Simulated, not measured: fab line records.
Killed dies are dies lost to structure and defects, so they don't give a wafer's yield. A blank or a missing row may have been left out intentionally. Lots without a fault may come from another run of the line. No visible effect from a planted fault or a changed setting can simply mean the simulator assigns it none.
Matching of chambers | flow n5-finfet | 4 sister chambers for N5_BEOL_M2_CMP_52 on cmp-01
The step polishes, stops on SiOC, t overpolish 6.8 s, target thk 40 nm. 14 wafers are shown with their chamber, then 6 later ones without.

WAFERS WITH THEIR CHAMBER
wafer  | chamber | motor-current-A (A) | time-to-endpoint-s (s) | slurry-filter-dp-kPa (kPa)
L075.2 | 3       | 4.9                 | 66.9                   | 13.43
L075.3 | 2       | 5.3                 | 63.5                   | 13.52
L076.1 | 2       | 5.2                 | 65.0                   | 13.68
L076.2 | 0       | 4.7                 | 64.6                   | 13.54
L076.4 | 1       | 6.5                 | 65.0                   | 13.61
L079.1 | 2       | 5.7                 | 59.7                   | 13.40
L079.3 | 1       | 6.4                 | 63.1                   | 13.43
L080.1 | 2       | 5.4                 | 60.6                   | 13.57
L080.3 | 0       | 4.8                 | 61.6                   | 13.70
L082.2 | 1       | 6.2                 | 65.1                   | 13.57
L082.3 | 0       | 4.9                 | 63.6                   | 13.66
L086.2 | 0       | 5.0                 | 61.4                   | 13.50
L086.3 | 2       | 5.8                 | 60.0                   | 13.35
L086.4 | 1       | 6.2                 | 63.0                   | 13.72

SIGNATURES, as means of the wafers listed above
reading              | chamber 0 | chamber 1 | chamber 2 | chamber 3 | scatter within a chamber
motor-current-A      | 4.850     | 6.325     | 5.480     | 4.900     | 0.196
time-to-endpoint-s   | 62.800    | 64.050    | 61.760    | 66.900    | 1.83
slurry-filter-dp-kPa | 13.6000   | 13.5825   | 13.5040   | 13.4300   | 0.118
Rule: a wafer's distance from a chamber is the root of the sum, over the readings, of the square of ((its reading less the chamber's mean) divided by the reading's scatter). If the next closest chamber is less than 2 further off than the closest, the wafer can't be placed; otherwise it belongs to the closest. The scatter: take each reading less its chamber's mean, square it, sum over the shown wafers, divide by the number of wafers less the number of chambers, and take the root.

WAFERS WHOSE CHAMBER IS MISSING
wafer  | motor-current-A (A) | time-to-endpoint-s (s) | slurry-filter-dp-kPa (kPa)
L088.1 | 5.0                 | 60.6                   | 13.47
L088.2 | 4.7                 | 64.2                   | 13.50
L088.4 | 5.4                 | 64.0                   | 13.37
L092.1 | 5.5                 | 57.5                   | 13.55
L092.2 | 5.0                 | 61.7                   | 13.36
L095.4 | 5.3                 | 62.3                   | 13.31

EACH ONE'S CHAMBER
wafer  | from the rows above          | in truth
L088.1 | can't be placed: 0 or 2 or 3 | 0
L088.2 | can't be placed: 0 or 3      | 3
L088.4 | can't be placed: 2 or 3 or 0 | 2
L092.1 | 2                            | 2
L092.2 | can't be placed: 0 or 2 or 3 | 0
L095.4 | can't be placed: 2 or 0 or 3 | 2
Correct placement for 1 of the 6. Unplaceable from these rows: 5, with the true chamber sitting among the candidates in 5. Number placed wrongly: 0.
